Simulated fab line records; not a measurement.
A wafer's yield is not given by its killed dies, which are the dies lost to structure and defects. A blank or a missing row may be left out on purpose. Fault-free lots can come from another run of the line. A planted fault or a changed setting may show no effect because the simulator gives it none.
fab line records -- flow nandHarc
record lots=14, wafers=42, lastDay=27
route steps=1159 shown P_GATE@189 P_CONTACT@232
lots untouched by any fault: they come from a run of this same line in which no faults occurred
startH: hours from the record's opening day to when the first of the lot's shown wafers began -- waitH: time in hours since the lot's previous step -- " same as the row above -- L1.1+2: a single row standing in for several wafers -- - value missing, or start not given -- * or withheld: withheld -- < > ~ a bound
route shown NAME@n: NAME is a module with steps in the file, n the number in the route of the first one -- usual: mean/standard deviation of fault-free wafers -- same: alike in all rows -- chamber/n: place in a boat -- sites: per-site readings -- _std_site: the standard deviation of these -- _edge_site: outer sites' mean less inner sites' -- radiusMm: for every site, how far away it sits from the centre of the wafer -- mask NAME#n: copy n -- behind: the last tool/chamber to shape the wafer -- hold: what put the lot on hold/how long, in hours/how the hold closed -- device: whichever transistor did not switch (one of n, p or np) -- end of line: tests run on the same wafers once the route is complete -- a step given without rows: its recipe and nothing more -- killed: dies that structure and defects cost at the first sort, which is not the same as the wafer's yield -- map: the dies of a wafer, with x for killed, . for not killed, _ for no die there
set.NAME: the setting as run; set.NAME@STEP: as run at that earlier step -- model.NAME: the simulator's own value behind a step, which no gauge read
steps of the route over a sample of lots; a table a step, a row a wafer
services: the hour from which a tool's chamber was out of use, counted from the record's first day as startH (under 0 if before that day), plus the number of hours and why
## steps
# step NHARC_P_GATE_STRIP_112
# recipe powerW=1500, tempC=110, timeS=200, chemistry=N2/H2
# usual drypumpMotorCurrentA=5.8/0.47, heaterPowerW=93/7.1
lot.wafer,tool,chamber,startH,waitH,drypumpMotorCurrentA,heaterPowerW,rfHoursCounterH
L352.1,plasmaAsher-01,1,120.48,0.2,5.7,87,4
L352.4,plasmaAsher-01,0,120.48,0.2,5.7,84,-
L352.6,plasmaAsher-01,1,120.48,0.2,5.7,87,-
L353.1,plasmaAsher-01,0,126.50,0.2,5.7,89,6
L353.4,plasmaAsher-01,0,126.50,0.2,5.7,87,-
L353.5,plasmaAsher-01,0,126.50,0.2,5.7,89,-
L354.4,plasmaAsher-02,1,134.83,0.2,6.5,96,-
L354.5,plasmaAsher-02,1,134.83,0.2,6.5,98,-
L354.6,plasmaAsher-02,0,134.83,0.2,5.2,100,-
L357.2,plasmaAsher-01,1,145.84,0.2,5.6,86,11
L357.4,plasmaAsher-01,1,145.84,0.2,5.6,85,-
L357.6,plasmaAsher-01,1,145.84,0.2,5.6,85,-
L358.3,plasmaAsher-02,1,158.82,0.2,6.5,100,-
L358.5,plasmaAsher-02,1,158.82,0.2,6.5,96,-
L358.6,plasmaAsher-02,0,158.82,0.2,5.2,102,-
L360.4,plasmaAsher-01,1,183.55,0.2,5.6,86,-
L360.5,plasmaAsher-01,0,183.55,0.2,5.7,84,-
L360.6,plasmaAsher-01,1,183.55,0.2,5.6,86,-
L361.2,plasmaAsher-01,0,185.05,0.6,5.7,84,24
L361.4,plasmaAsher-01,1,185.05,0.6,5.6,87,-
L361.6,plasmaAsher-01,1,185.05,0.6,5.6,85,-
L366.1,plasmaAsher-01,0,206.50,0.2,5.7,85,34
L366.3,plasmaAsher-01,1,206.50,0.2,5.6,85,-
L366.4,plasmaAsher-01,0,206.50,0.2,5.8,87,-
L367.2,plasmaAsher-02,1,212.94,0.2,6.5,95,7
L367.6,plasmaAsher-02,1,212.94,0.2,6.5,100,-
L367.5,plasmaAsher-02,0,212.94,0.2,5.2,103,-
L369.1,plasmaAsher-01,1,222.96,0.2,5.6,85,39
L369.5,plasmaAsher-01,0,222.96,0.2,5.7,88,-
L369.6,plasmaAsher-01,1,222.96,0.2,5.6,86,-
L368.1,plasmaAsher-01,1,224.62,0.2,5.6,87,40
L368.2,plasmaAsher-01,0,224.62,0.2,5.7,87,40
L368.5,plasmaAsher-01,0,224.62,0.2,5.7,88,-
L370.1,plasmaAsher-02,0,232.02,0.2,5.2,104,15
L370.2,plasmaAsher-02,1,232.02,0.2,6.5,97,15
L370.6,plasmaAsher-02,0,232.02,0.2,5.2,103,-
L371.2,plasmaAsher-02,0,234.60,0.2,5.1,101,16
L371.6,plasmaAsher-02,0,234.60,0.2,5.2,100,-
L371.5,plasmaAsher-02,1,234.60,0.2,6.5,99,-
L372.3,plasmaAsher-02,0,251.10,0.2,5.2,101,-
L372.4,plasmaAsher-02,1,251.10,0.2,6.5,98,-
L372.6,plasmaAsher-02,0,251.10,0.2,5.2,103,-
# step NHARC_P_GATE_RTA_82
# recipe tempC=450, timeS=30
# usual annealTempCMax=452.3/0.49, lampPowerPct=3.60/0.16, wafer_temp_C_max=452.4/0.74
lot.wafer,tool,chamber,startH,waitH,annealTempCMax,lampPowerPct,wafer_temp_C_max
L352.1,rtpAnneal-01,0,124.52,-,452.6,3.74,452.1
L352.4,rtpAnneal-01,0,124.52,-,452.1,3.74,451.3
L352.6,rtpAnneal-01,0,124.52,-,453.2,3.74,452.2
L353.1,rtpAnneal-02,0,130.58,-,452.0,3.42,453.1
L353.4,rtpAnneal-02,0,130.58,-,452.0,3.42,452.9
L353.5,rtpAnneal-02,0,130.58,-,451.5,3.42,452.6
L354.4,rtpAnneal-01,0,139.03,-,453.1,3.73,452.6
L354.5,rtpAnneal-01,0,139.03,-,452.4,3.74,451.7
L354.6,rtpAnneal-01,0,139.03,-,452.6,3.74,451.9
L357.2,rtpAnneal-01,0,150.10,-,452.1,3.74,451.4
L357.4,rtpAnneal-01,0,150.10,-,452.7,3.74,451.5
L357.6,rtpAnneal-01,0,150.10,-,452.7,3.73,452.2
L358.3,rtpAnneal-02,-,163.16,-,-,-,-
L358.5,rtpAnneal-02,-,163.16,-,-,-,-
L358.6,rtpAnneal-02,-,163.16,-,-,-,-
L360.4,rtpAnneal-01,-,188.07,-,-,-,-
L360.5,rtpAnneal-01,-,188.07,-,-,-,-
L360.6,rtpAnneal-01,-,188.07,-,-,-,-
L361.2,rtpAnneal-02,0,190.34,-,451.4,3.42,453.1
L361.4,rtpAnneal-02,0,190.34,-,451.5,3.42,452.7
L361.6,rtpAnneal-02,0,190.34,-,452.2,3.41,453.5
L366.1,rtpAnneal-01,0,210.51,-,452.2,3.74,452.4
L366.3,rtpAnneal-01,0,210.51,-,452.5,3.74,451.7
L366.4,rtpAnneal-01,0,210.51,-,451.4,3.74,452.1
L367.2,rtpAnneal-02,0,217.06,-,451.8,3.42,453.5
L367.5,rtpAnneal-02,0,217.06,-,452.2,3.42,452.8
L367.6,rtpAnneal-02,0,217.06,-,452.2,3.42,453.0
L369.1,rtpAnneal-01,0,227.12,-,451.8,3.74,452.2
L369.5,rtpAnneal-01,0,227.12,-,452.4,3.74,452.1
L369.6,rtpAnneal-01,0,227.12,-,451.6,3.73,451.6
L368.1,rtpAnneal-02,0,228.74,-,452.0,3.42,453.1
L368.2,rtpAnneal-02,0,228.74,-,451.8,3.41,453.5
L368.5,rtpAnneal-02,0,228.74,-,451.9,3.42,453.6
L370.1,rtpAnneal-01,0,236.40,-,451.9,3.74,452.3
L370.2,rtpAnneal-01,0,236.40,-,452.9,3.74,452.0
L370.6,rtpAnneal-01,0,236.40,-,452.2,3.74,451.8
L371.2,rtpAnneal-02,0,238.63,-,451.7,3.41,452.8
L371.5,rtpAnneal-02,0,238.63,-,451.9,3.42,452.5
L371.6,rtpAnneal-02,0,238.63,-,452.4,3.42,453.1
L372.3,rtpAnneal-01,0,255.33,-,452.4,3.73,451.6
L372.4,rtpAnneal-01,0,255.33,-,452.6,3.74,451.7
L372.6,rtpAnneal-01,0,255.33,-,451.9,3.74,451.5
# step NHARC_P_CONTACT_CD_MEAS_12
# recipe targetCdNm=90, landingEnergyEv=500
# usual cdNm=89.7/0.53
lot.wafer,tool,chamber,startH,waitH,cdNm
L352.1,cdSem-01,0,126.40,-,89.1
L352.4,cdSem-01,0,126.40,-,89.3
L352.6,cdSem-01,0,126.40,-,89.1
L353.1,cdSem-02,0,132.38,-,89.2
L353.4,cdSem-02,0,132.38,-,89.9
L353.5,cdSem-02,0,132.38,-,90.2
L354.4,cdSem-01,0,140.64,-,88.7
L354.5,cdSem-01,0,140.64,-,89.3
L354.6,cdSem-01,0,140.64,-,89.5
L357.2,cdSem-01,0,151.87,-,90.1
L357.4,cdSem-01,0,151.87,-,89.7
L357.6,cdSem-01,0,151.87,-,89.2
L361.2,cdSem-03,0,191.99,-,89.9
L361.4,cdSem-03,0,191.99,-,89.5
L361.6,cdSem-03,0,191.99,-,89.6
L366.1,cdSem-02,0,212.60,-,89.7
L366.3,cdSem-02,0,212.60,-,89.9
L366.4,cdSem-02,0,212.60,-,89.5
L367.2,cdSem-01,0,218.84,-,90.6
L367.5,cdSem-01,0,218.84,-,90.3
L367.6,cdSem-01,0,218.84,-,89.6
L369.1,cdSem-03,0,228.94,-,90.6
L369.5,cdSem-03,0,228.94,-,90.4
L369.6,cdSem-03,0,228.94,-,90.3
L368.1,cdSem-01,0,230.71,-,89.9
L368.2,cdSem-01,0,230.71,-,89.6
L368.5,cdSem-01,0,230.71,-,90.1
L370.1,cdSem-01,0,238.08,-,89.8
L370.2,cdSem-01,0,238.08,-,90.1
L370.6,cdSem-01,0,238.08,-,90.4
L371.2,cdSem-01,0,240.44,-,88.6
L371.5,cdSem-01,0,240.44,-,89.1
L371.6,cdSem-01,0,240.44,-,88.7
L372.3,cdSem-01,0,257.33,-,90.0
L372.4,cdSem-01,0,257.33,-,90.5
L372.6,cdSem-01,0,257.33,-,90.3
# step NHARC_P_CONTACT_OVL_MEAS_13
# usual overlayXNm=-0.1/0.89, overlayYNm=0.2/0.73
lot.wafer,tool,chamber,startH,waitH,overlayXNm,overlayYNm
L352.1,overlay-02,-,126.49,-,-0.1,-0.7
L352.4,overlay-02,-,126.49,-,-0.2,-1.1
L352.6,overlay-02,-,126.49,-,0.1,-0.8
L353.1,overlay-02,-,132.47,-,-0.4,1.5
L353.4,overlay-02,-,132.47,-,0.0,0.6
L353.5,overlay-02,-,132.47,-,0.1,0.8
L354.4,overlay-01,-,140.72,-,-0.3,-0.2
L354.5,overlay-01,-,140.72,-,-0.1,0.1
L354.6,overlay-01,-,140.72,-,0.2,0.0
L357.2,overlay-01,-,151.96,-,-1.4,0.6
L357.4,overlay-01,-,151.96,-,-1.2,0.3
L357.6,overlay-01,-,151.96,-,-1.4,0.6
L361.2,overlay-01,-,192.08,-,0.0,1.0
L361.4,overlay-01,-,192.08,-,0.1,1.7
L361.6,overlay-01,-,192.08,-,0.6,1.7
L366.1,overlay-02,-,212.69,-,-0.5,0.6
L366.3,overlay-02,-,212.69,-,-1.1,0.3
L366.4,overlay-02,-,212.69,-,-1.1,0.3
L367.2,overlay-01,-,218.92,-,-0.6,0.2
L367.5,overlay-01,-,218.92,-,-0.2,0.7
L367.6,overlay-01,-,218.92,-,-0.4,0.8
L369.1,overlay-01,-,229.03,-,-1.0,0.3
L369.5,overlay-01,-,229.03,-,-1.0,0.3
L369.6,overlay-01,-,229.03,-,-0.7,0.0
L368.1,overlay-01,-,230.80,-,0.5,1.2
L368.2,overlay-01,-,230.80,-,0.6,1.6
L368.5,overlay-01,-,230.80,-,0.4,1.3
L370.1,overlay-02,-,238.17,-,-0.2,0.0
L370.2,overlay-02,-,238.17,-,0.1,-0.3
L370.6,overlay-02,-,238.17,-,0.2,-0.4
L371.2,overlay-02,-,240.54,-,0.4,0.4
L371.5,overlay-02,-,240.54,-,-0.6,0.0
L371.6,overlay-02,-,240.54,-,-0.4,-0.2
L372.3,overlay-02,-,257.42,-,1.0,0.1
L372.4,overlay-02,-,257.42,-,0.8,0.2
L372.6,overlay-02,-,257.42,-,0.8,0.3
## services
tool,chamber,startH,hours,kind
plasmaAsher-01,-,99.00,9.0,pm
plasmaAsher-01,0,99.00,9.0,ventCycle
plasmaAsher-01,1,99.00,9.0,ventCycle
plasmaAsher-02,-,107.91,1.4,repair
plasmaAsher-01,0,108.00,-,clean
plasmaAsher-01,1,108.00,-,clean
plasmaAsher-02,-,183.12,9.0,pm
plasmaAsher-02,0,183.12,9.0,ventCycle
plasmaAsher-02,1,183.12,9.0,ventCycle
plasmaAsher-02,0,192.12,-,clean
plasmaAsher-02,1,192.12,-,clean
## key
firstSign step=NHARC_P_GATE_RTA_82, reading=toolRecord, direction=missing
effect none on later readings
metAt NHARC_P_GATE_RTA_82
struckLots L358,L360
laterRowsLeftOut L358.3,L358.5,L358.6,L360.4,L360.5,L360.6
sortLeftOut L358.3,L358.5,L358.6,L360.4,L360.5,L360.6
testerLeftOut L358,L360
notActingAt NHARC_P_GATE_STRIP_112,NHARC_P_CONTACT_CD_MEAS_12,NHARC_P_CONTACT_OVL_MEAS_13
onsetBetween 150.10 163.16
fault kind=skippedStepWhole, tool=rtpAnneal-01,rtpAnneal-02, chamber=-, onsetH=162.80, steps=NHARC_P_GATE_RTA_82, scope=struckLotsOnly
# testerLeftOut: of these lots the tester's yield and bins aren't shown, on N5 and GAA mostly nor the transistor test; their killed dies are dies lost to structure and defects alone, not to doping, threshold or leakage, so they don't give the yield
# sortLeftOut: the simulated sort isn't trusted on such a fault, so these wafers' sort isn't shown, and their yield isn't known
# laterRowsLeftOut: the simulator's readings of these wafers behind a module that went badly wrong aren't trusted and aren't shown, but for the sort
